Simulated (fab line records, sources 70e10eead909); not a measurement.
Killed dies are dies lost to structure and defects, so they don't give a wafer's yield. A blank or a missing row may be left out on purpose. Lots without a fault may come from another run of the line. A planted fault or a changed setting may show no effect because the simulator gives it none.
fab line records | flow nand_harc
record lots=12 wafers=36 last_day=24
route steps=1159 shown P_BONDPAD@369 A_CHANNEL_HOLE_D1@471 END@1159
lots that met no fault: from a run of the same line without faults
start_h: hours from the record's first day to the start of the lot's first wafer shown | wait_h: hours since the lot's step before | " the same as in the row above | L1.1+2: a row that stands for several wafers | - no value, or no start given | * or withheld: withheld | < > ~ a bound
route shown NAME@n: a module of which the file shows steps, and the number in the route of the first | usual: mean/standard deviation of fault-free wafers | same: alike in all rows | chamber/n: place in a boat | sites: the reading at each site | _std_site: their standard deviation | _edge_site: outer sites' mean less inner sites' | radius_mm: how far each site lies from the wafer's centre | mask NAME#n: copy n | behind: the tool/chamber that last shaped the wafer | hold: why the lot was held/for how many hours/how that ended | device: the transistor (n, p or np) that didn't switch | end of line: the same wafers' tests at the end of the route | a step without rows: its recipe alone | killed: dies lost to structure and defects at the first sort, not the wafer's yield | map: a wafer's dies, x killed, . not, _ none there
set.NAME: the setting as run; set.NAME@STEP: as run at that earlier step | model.NAME: the simulator's own value behind a step, which no gauge read
steps of the route over a sample of lots; a table a step, a row a wafer
services: from which hour (start_h, from the record's first day; less than 0 if before it) a tool's chamber was out of use, for how many hours, and why
## steps
# step NHARC_P_BONDPAD_ETCH_12
# recipe target_depth_a=2000 time_s=100 chf3_flow_sccm=50 o2_flow_sccm=10 ar_flow_sccm=200 rf_w=500 bias_w=200 chemistry=CHF3/O2
# usual bias_w=199.9/0.64 drypump_motor_current_A=5.6/0.45 oes_product_au=0.942/0.022 rf_vpp_V=369.5/1.6 showerhead_plenum_p_Torr=2.35/0.067 throttle_valve_pct=20.571/0.0088
# columns lot.wafer tool chamber start_h wait_h bias_w drypump_motor_current_A oes_product_au rf_hours_counter_h rf_vpp_V showerhead_plenum_p_Torr throttle_valve_pct
L181.3 rie_diel-13 3 - - 199.7 5.2 0.921 2 369.1 2.34 20.573
L181.4 " 1 " " 199.4 5.1 0.934 2 368.3 2.31 20.572
L181.6 " 3 " " 199.5 5.2 0.923 - 368.2 2.34 20.574
L182.3 rie_diel-13 0 - - 199.5 6.3 0.956 4 371.5 2.46 20.570
L182.5 " 3 " " 199.9 5.2 0.946 - 367.9 2.33 20.579
L182.6 " 0 " " 199.6 6.3 0.962 - 372.6 2.47 20.564
L183.3 rie_diel-08 0 - - 200.3 5.8 0.932 2 369.3 2.29 20.569
L183.1 " 1 " " 201.1 5.4 0.956 9 371.4 2.39 20.585
L183.4 " 2 " " 198.9 5.6 0.956 9 372.9 2.50 20.566
L185.1 rie_diel-13 3 162.00 0.1 199.0 5.2 0.917 6 368.7 2.33 20.554
L185.5 " 3 " " 199.5 5.2 0.913 - 368.2 2.33 20.582
L185.6 " 2 " " 200.1 6.0 0.946 - 369.3 2.30 20.559
L184.4 rie_diel-13 2 162.80 0.1 200.8 6.0 0.933 - 368.1 2.30 20.566
L184.6 " 2 " " 199.9 6.0 0.937 - 368.6 2.30 20.558
L184.5 " 3 " " 200.3 5.2 0.920 - 369.5 2.33 20.578
L187.1 rie_diel-13 0 - - 199.7 6.3 0.993 5 371.5 2.46 20.592
L187.6 " 0 " " 199.2 6.3 0.989 - 371.5 2.46 20.584
L187.5 " 1 " " 199.7 5.1 0.992 - 367.1 2.31 20.571
L189.1 rie_diel-13 2 - - 201.4 6.0 0.925 9 368.3 2.30 20.565
L189.3 " 3 " " 200.7 5.2 0.909 9 369.4 2.33 20.576
L189.5 " 2 " " 200.8 6.0 0.925 - 368.9 2.30 20.571
L190.4 rie_diel-08 0 - - 199.6 5.8 0.943 16 368.3 2.29 20.548
L190.2 " 2 " " 199.5 5.6 0.958 22 372.2 2.49 20.577
L190.3 " 3 " " 200.0 5.8 0.931 24 367.6 2.27 20.555
L193.2 rie_diel-13 3 - - 200.8 5.2 0.919 13 368.4 2.33 20.581
L193.4 " 0 " " 200.0 6.3 0.976 10 372.4 2.46 20.577
L193.1 " 1 " " 200.7 5.1 0.931 10 368.0 2.31 20.576
L199.1 rie_diel-13 1 - - 198.4 5.1 0.924 12 368.6 2.31 20.585
L199.4 " 2 " " 199.5 6.0 0.926 16 369.3 2.29 20.585
L199.6 " 1 " " 199.3 5.1 0.919 - 368.3 2.31 20.572
L200.1 rie_diel-13 0 - - 199.8 6.3 0.983 13 371.0 2.46 20.569
L200.2 " 3 " " 199.1 5.2 0.962 17 370.0 2.33 20.563
L200.5 " 1 " " 200.6 5.1 0.976 - 369.2 2.31 20.566
L203.4 rie_diel-09 3 - - 200.8 6.0 0.966 0 372.0 2.47 20.574
L203.3 " 2 " " 200.9 5.6 0.957 0 368.6 2.30 20.566
L203.5 " 0 " " 199.8 4.9 0.985 - 368.7 2.35 20.560
# step NHARC_P_BONDPAD_ETCH_24
# recipe target_depth_a=300 over_etch_frac=0.3 time_s=72.99 ion_energy_ev=150 cf4_flow_sccm=50 n2_flow_sccm=100 ar_flow_sccm=150 rf_w=300 bias_w=100 chemistry=CF4/N2
# usual bias_w=99.93/0.29 drypump_motor_current_A=5.6/0.43 oes_product_au=0.999/0.01 rf_vpp_V=313.3/1.7 showerhead_plenum_p_Torr=2.57/0.078 throttle_valve_pct=19.794/0.0096
# columns lot.wafer tool chamber start_h wait_h bias_w drypump_motor_current_A oes_product_au rf_hours_counter_h rf_vpp_V showerhead_plenum_p_Torr throttle_valve_pct
L181.4 rie_diel-13 2 - - 99.84 6.0 0.999 2 313.4 2.52 19.785
L181.3 " 1 " " 99.63 5.1 1.010 2 312.5 2.53 19.791
L181.6 " 3 " " 99.91 5.2 0.975 - 311.0 2.55 19.777
L182.3 rie_diel-13 0 147.74 0.2 99.45 6.3 1.006 4 316.3 2.69 19.803
L182.6 " 2 " " 99.88 6.0 1.019 - 310.6 2.51 19.787
L182.5 " 0 " " 99.99 6.3 1.004 - 316.7 2.69 19.797
L183.4 rie_diel-08 1 - - 100.19 5.4 0.999 9 312.8 2.62 19.812
L183.1 " 2 " " 99.81 5.6 1.007 9 315.2 2.73 19.803
L183.3 " 3 " " 100.22 5.8 0.986 9 310.5 2.49 19.783
L185.1 rie_diel-13 3 162.57 0.2 99.74 5.2 0.991 6 313.9 2.55 19.788
L185.5 " 2 " " 100.14 6.0 0.998 - 312.0 2.51 19.795
L185.6 " 3 " " 99.96 5.2 0.985 - 312.4 2.55 19.794
L184.4 rie_diel-13 3 163.31 0.1 99.39 5.2 0.995 - 311.7 2.55 19.803
L184.5 " 3 " " 99.41 5.2 0.998 - 312.3 2.55 19.788
L184.6 " 2 " " 99.61 6.0 1.005 - 310.7 2.51 19.798
L187.1 rie_diel-08 1 - - 99.91 5.4 0.987 20 314.6 2.61 19.802
L187.6 " 2 " " 100.20 5.5 1.006 - 316.1 2.72 19.801
L187.5 " 3 " " 99.46 5.8 0.991 - 311.8 2.48 19.792
L189.3 rie_diel-13 1 184.73 0.1 100.21 5.1 1.021 6 312.0 2.53 19.793
L189.1 " 3 " " 99.91 5.2 1.006 9 312.8 2.55 19.809
L189.5 " 3 " " 100.10 5.2 0.999 - 311.9 2.55 19.796
L190.3 rie_diel-08 3 - - 100.26 5.8 0.985 24 312.7 2.48 19.792
L190.2 " 0 " " 99.79 5.8 0.979 17 312.6 2.50 19.791
L190.4 " 1 " " 100.14 5.4 0.990 22 313.6 2.61 19.783
L193.2 rie_diel-09 1 - - 99.68 5.6 0.994 49 314.4 2.64 19.805
L193.1 " 2 " " 100.27 5.6 1.011 49 312.9 2.52 19.799
L193.4 " 3 " " 100.11 6.0 0.981 46 316.2 2.71 19.782
L199.4 rie_diel-13 2 - - 99.43 6.0 1.002 16 311.1 2.51 19.779
L199.1 " 3 " " 99.82 5.2 0.995 16 313.0 2.55 19.790
L199.6 " 0 " " 100.69 6.3 0.991 - 314.3 2.69 19.786
L200.2 rie_diel-13 0 - - 100.37 6.3 1.000 13 315.7 2.69 19.784
L200.1 " 1 " " 100.26 5.1 1.003 13 310.7 2.52 19.792
L200.5 " 3 " " 99.87 5.2 0.998 - 313.5 2.55 19.789
L203.3 rie_diel-09 2 - - 100.39 5.6 1.005 0 311.4 2.52 19.785
L203.4 " 3 " " 100.12 6.0 0.990 0 315.0 2.70 19.790
L203.5 " 3 " " 100.20 6.0 0.994 - 315.8 2.70 19.787
# step NHARC_A_CHANNEL_HOLE_D1_ETCH_19
# recipe bias_v=1200 source_w=2500 pressure_mtorr=15 time_s=34.5 ar_flow_sccm=375 c4f8_flow_sccm=28.8 o2_flow_sccm=96.2 temp_c=-20 target_depth_a=* chemistry=C4F8/O2/Ar
# usual drypump_motor_current_A=5.3/0.31 he_backside_leak_sccm=5.8/0.54 showerhead_plenum_p_Torr=3.77/0.096 throttle_valve_pct=37.038/0.0086
# columns lot.wafer tool chamber start_h wait_h drypump_motor_current_A he_backside_leak_sccm rf_hours_counter_h showerhead_plenum_p_Torr throttle_valve_pct
L181.4 har_etch-01 1 170.84 0.1 5.5 6.1 - 3.88 37.032
L181.3 " 0 " " 4.8 5.9 - 3.75 37.033
L181.6 " 1 " " 5.4 6.0 - 3.88 37.029
L182.3 har_etch-02 0 192.63 0.1 5.6 5.3 - 3.65 37.031
L182.5 " 0 " " 5.6 5.4 - 3.65 37.034
L182.6 " 1 " " 5.5 5.7 - 3.87 37.038
L183.1 har_etch-01 0 192.90 0.1 4.8 5.9 197 3.75 37.022
L183.4 " 1 " " 5.5 5.8 - 3.87 37.042
L183.3 " 0 " " 4.7 5.9 - 3.75 37.031
L185.1 har_etch-02 0 207.78 0.1 5.6 5.4 114 3.65 37.041
L185.6 " 0 " " 5.6 5.4 - 3.64 37.044
L185.5 " 1 " " 5.5 5.0 - 3.87 37.039
L184.4 har_etch-01 0 208.02 0.1 4.8 5.2 - 3.74 37.043
L184.5 " 1 " " 5.5 6.2 - 3.87 37.044
L184.6 " 0 " " 4.8 5.1 - 3.74 37.046
L187.1 har_etch-02 0 223.91 0.1 5.6 5.7 124 3.64 37.031
L187.5 " 0 " " 5.6 5.7 - 3.64 37.041
L187.6 " 1 " " 5.5 5.4 - 3.86 37.056
L189.1 har_etch-01 1 229.26 0.1 5.4 6.0 213 3.86 37.039
L189.3 " 1 " " 5.4 6.1 - 3.86 37.042
L189.5 " 1 " " 5.4 6.2 - 3.86 37.028
L190.2 har_etch-02 0 230.38 0.1 5.6 5.7 128 3.64 37.019
L190.4 " 1 " " 5.5 5.8 - 3.86 37.052
L190.3 " 0 " " 5.6 5.6 - 3.64 37.040
L193.2 har_etch-02 1 255.94 0.1 5.5 5.4 137 3.86 37.037
L193.1 " 0 " " 5.6 5.5 137 3.63 37.032
L193.4 " 1 " " 5.5 5.0 - 3.86 37.037
L199.1 har_etch-01 1 284.34 0.1 5.4 6.1 239 3.85 37.043
L199.4 " 0 " " 4.8 6.0 - 3.72 37.029
L199.6 " 0 " " 4.8 5.9 - 3.72 37.032
L200.2 har_etch-01 0 299.88 0.1 4.8 5.9 244 3.72 37.038
L200.1 " 1 " " 5.4 5.9 244 3.84 37.027
L200.5 " 1 " " 5.4 6.1 - 3.84 37.037
L203.4 har_etch-02 1 318.42 4.0 5.4 5.5 - 3.83 37.049
L203.3 " 0 " " 5.6 5.8 - 3.61 37.042
L203.5 " 1 " " 5.5 5.9 - 3.83 37.023
# step NHARC_A_CHANNEL_HOLE_D1_INSPECT_40
# usual raw_defect_count=61/18
# columns lot.wafer tool chamber start_h wait_h raw_defect_count
L181.3 defect_inspect-02 - 176.51 - 48
L181.4 " - " " 61
L181.6 " - " " 46
L182.3 defect_inspect-02 - 198.45 - 44
L182.5 " - " " 43
L182.6 " - " " 53
L183.1 defect_inspect-02 - 198.60 - 65
L183.3 " - " " 71
L183.4 " - " " 42
L185.1 defect_inspect-01 - 213.52 - 85
L185.5 " - " " 51
L185.6 " - " " 49
L184.4 defect_inspect-01 - 213.66 - 74
L184.5 " - " " 67
L184.6 " - " " 103
L187.1 defect_inspect-01 - 229.63 - 73
L187.5 " - " " 46
L187.6 " - " " 46
L189.1 defect_inspect-01 - 234.94 - 44
L189.3 " - " " 67
L189.5 " - " " 70
L190.2 defect_inspect-01 - 236.07 - 740
L190.3 " - " " 762
L190.4 " - " " 810
L193.1 defect_inspect-02 - 261.67 - 773
L193.2 " - " " 759
L193.4 " - " " 778
L199.1 defect_inspect-01 - 290.06 - 98
L199.4 " - " " 112
L199.6 " - " " 102
L200.1 defect_inspect-01 - 305.58 - 72
L200.2 " - " " 70
L200.5 " - " " 71
L203.3 defect_inspect-02 - 324.07 - 54
L203.4 " - " " 47
L203.5 " - " " 52
# step NHARC_END_SORT_01
# recipe temp_c=25
# usual killed_at_array=29/13 killed_at_other=0.7/1 killed_at_periphery=3.2/2.3 killed_dies=33/13 killed_open=3.3/1.7 killed_short=2.0/1.5
# same gross_dies=677
# columns lot.wafer tool chamber start_h wait_h killed_at_array killed_at_other killed_at_periphery killed_dies killed_open killed_short
L190.2 prober-01 0 506.48 2.8 112 2 7 121 3 3
L190.3 prober-01 0 507.29 3.1 102 1 5 108 1 2
L190.4 prober-01 0 508.09 3.4 74 0 6 80 4 0
L193.1 prober-02 0 513.43 2.5 103 0 2 105 1 4
L193.2 prober-02 0 514.22 2.8 54 0 5 59 1 2
L193.4 prober-02 0 515.81 3.4 59 0 3 62 5 2
# killed by level:class
L190.2 A_CHANNEL_HOLE_D1:unspecified=89 A_STAIRCASE:chamber_film_flake=4 A_BLC:chamber_film_flake=4 P_ZERO_WELL:chamber_film_flake=3 A_WL_FILL:chamber_film_flake=3 A_BONDPAD:chamber_film_flake=3 P_CONTACT:chamber_film_flake=2 P_M1:chamber_film_flake=2
L190.3 A_CHANNEL_HOLE_D1:unspecified=84 A_BONDPAD:chamber_film_flake=6 P_ZERO_WELL:chamber_film_flake=3 A_BLC:chamber_film_flake=3 A_CHANNEL_HOLE_D1:chamber_film_flake=2 P_M1:chamber_film_flake=2 A_STAIRCASE:chamber_film_flake=2 A_SOURCE_PLATE:geometric_particle:short=1
L190.4 A_CHANNEL_HOLE_D1:unspecified=49 A_BONDPAD:chamber_film_flake=8 A_STAIRCASE:chamber_film_flake=4 A_CONTACT:chamber_film_flake=4 P_ZERO_WELL:chamber_film_flake=3 A_WL_FILL:chamber_film_flake=3 P_M1:chamber_film_flake=2 A_ONON_D1:geometric_particle:open=1
L193.1 A_CHANNEL_HOLE_D1:unspecified=89 A_CHANNEL_HOLE_D1:chamber_film_flake=3 A_CONTACT:chamber_film_flake=3 P_M0:geometric_particle:short=2 A_CHANNEL_FILL_D1:geometric_particle:short=2 A_CHANNEL_FILL_D1:chamber_film_flake=2 A_WL_FILL:chamber_film_flake=2 A_CONTACT:geometric_particle:open=1
L193.2 A_CHANNEL_HOLE_D1:unspecified=41 P_STI:chamber_film_flake=4 A_CHANNEL_HOLE_D1:chamber_film_flake=3 A_BLC:chamber_film_flake=3 A_ONON_D1:geometric_particle:short=2 A_CONTACT:chamber_film_flake=2 P_M0:geometric_particle:open=1 A_ZERO_WELL:chamber_film_flake=1
L193.4 A_CHANNEL_HOLE_D1:unspecified=46 A_BLC:chamber_film_flake=3 P_CONTACT:geometric_particle:short=1 P_CONTACT:geometric_particle:open=1 P_M0:geometric_particle:open=1 A_ONON_D1:geometric_particle:open=1 A_ONON_D1:geometric_particle:short=1 A_CONTACT:geometric_particle:open=1
## services
# columns tool chamber start_h hours kind
rie_diel-13 0 108.00 - clean
rie_diel-13 1 108.00 - clean
rie_diel-13 2 108.00 - clean
rie_diel-13 3 108.00 - clean
har_etch-02 - 117.71 4.2 repair
rie_diel-08 - 118.62 0.4 repair
rie_diel-09 - 119.29 0.2 repair
rie_diel-08 - 124.88 9.0 pm
rie_diel-13 0 132.50 - clean
rie_diel-13 1 132.50 - clean
rie_diel-08 0 134.43 10.0 repair
rie_diel-13 1 144.74 23.0 repair
rie_diel-13 0 152.25 13.6 repair
rie_diel-13 0 183.16 9.0 repair
rie_diel-13 - 231.00 0.4 repair
rie_diel-09 - 245.02 0.4 repair
rie_diel-09 - 254.44 9.0 pm
rie_diel-13 2 265.56 3.8 repair
rie_diel-13 - 276.00 9.0 pm
rie_diel-09 2 278.74 10.0 repair
rie_diel-09 2 295.60 8.1 repair
rie_diel-08 - 301.88 9.0 pm
rie_diel-13 1 302.62 2.0 repair
har_etch-01 - 305.72 17.0 pm
## key
first_sign step=NHARC_A_CHANNEL_HOLE_D1_INSPECT_40 reading=raw_defect_count direction=up sigmas=39 usual=61 struck=770
effect step=NHARC_END_SORT_01 reading=killed_dies direction=up sigmas=4.4 usual=33 struck=89
more_kills_born_at NHARC_A_CHANNEL_HOLE_D1_ETCH_19@har_etch-02=383
met_at NHARC_A_CHANNEL_HOLE_D1_ETCH_19
struck_lots L190,L193
tester_left_out L190,L193
not_acting_at NHARC_P_BONDPAD_ETCH_12,NHARC_P_BONDPAD_ETCH_24
onset_between 223.91 230.38
fault kind=chamber_particle_source tool=har_etch-02 chamber=- onset_h=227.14 steps=NHARC_A_CHANNEL_HOLE_D1_ETCH_19 rate_per_visit_cm2=1.1106 end_h=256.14
# tester_left_out: of these lots the tester's yield and bins aren't shown, on N5 and GAA mostly nor the transistor test; their killed dies are dies lost to structure and defects alone, not to doping, threshold or leakage, so they don't give the yield
